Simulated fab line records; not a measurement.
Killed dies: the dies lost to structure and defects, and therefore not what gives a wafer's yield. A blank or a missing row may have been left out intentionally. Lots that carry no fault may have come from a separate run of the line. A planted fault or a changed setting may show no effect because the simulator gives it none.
8D (eight disciplines) problem report, filled in by code	flow n5-finfet	the parts of the form that need people (team, actions taken, sign-off) are left out

== 1. WHAT IS WRONG ==
Wafers without a fault read 195.4 s, standard deviation 0.67; run-length-s at N5_PASSIVATION_PECVD_35 reads a mean of 202.0 s on 3 wafers belonging to 3 lots. Relative to the usual mean, that is a shift of +9.9 standard deviations.
The step: deposits SiNx from SiH4/NH3/N2, target thk 700 nm, time 151.3 s.
Earliest sighting: wafer L901.3 on pecvd-02 at day 12 20:24. The record holds 32 wafers of 11 lots with a number at this step. The rule behind "out" and "out of limits": a value lying over 4 standard deviations away from the usual mean. The other wafers with a number count as sound.

== 2. WHAT IT IS, AND WHAT IT ISN'T ==
question	is	is not
which readings at this step	run-length-s	chamber-pressure-Torr, heater-power-w, showerhead-plenum-p-Torr, throttle-valve-pct
which lots	L901, L905, L906	L898, L899, L914, L915, L916, L917, L919, L920
which wafers of those lots	L901.3, L905.1, L906.1	L901.2, L901.4, L905.6, L906.4, L906.6
read on which tools	pecvd-02	pecvd-04
when	from day 12 20:24	up to then (8 sound wafers); but 21 sound wafers of L905, L906, L914, L915, L916, L917, L919, L920 came after

== 3. THE SUSPECTS, EACH WITH WHAT RULES IT OUT ==
Counting: any tool at a process step up to the reading remains a suspect provided it ran every lot that is out. Sound lots after the first of them don't rule it out here, since some wafers of a struck lot are sound.
- pecvd-02 at N5_PASSIVATION_PECVD_35 (deposits SiNx from SiH4/NH3/N2, target thk 700 nm, time 151.3 s): kept. It ran every lot that is out, first L901 (day 12 20:24); its last sound lot up to then is L899 (day 11 23:20). Out on those wafers are its own readings of run-length-s.
Left after counting: pecvd-02 at N5_PASSIVATION_PECVD_35.

== 4. THE CAUSE (what the simulator had put in) ==
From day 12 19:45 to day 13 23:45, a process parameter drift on pecvd-02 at N5_PASSIVATION_PECVD_35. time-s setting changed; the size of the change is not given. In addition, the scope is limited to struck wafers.
Counting left only this tool.

== 5. THE CHAIN OF EFFECTS, in route order ==
One row per reading whose mean, taken over the struck wafers that have a number, lies over 3 standard deviations from the usual. Only readings for which the record gives a usual standard deviation are gone through. hours: the time from each lot's start at the first step in this table that gives one to its start at this step, as a median over the lots. sigmas: the change in usual standard deviations.
hours	step	reading	usual	on struck wafers	change	sigmas
0	N5_PASSIVATION_PECVD_35	run-length-s	195.4 s	202.0	+6.6	+9.9
Here are the process steps it includes:
- N5_PASSIVATION_PECVD_35: deposits SiNx from SiH4/NH3/N2, target thk 700 nm, time 151.3 s.

== 6. HOW IT WOULD HAVE BEEN CAUGHT EARLIER ==
In this record the first reading out of limits was taken at day 12 20:24, 1 hour after the fault began at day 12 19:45.
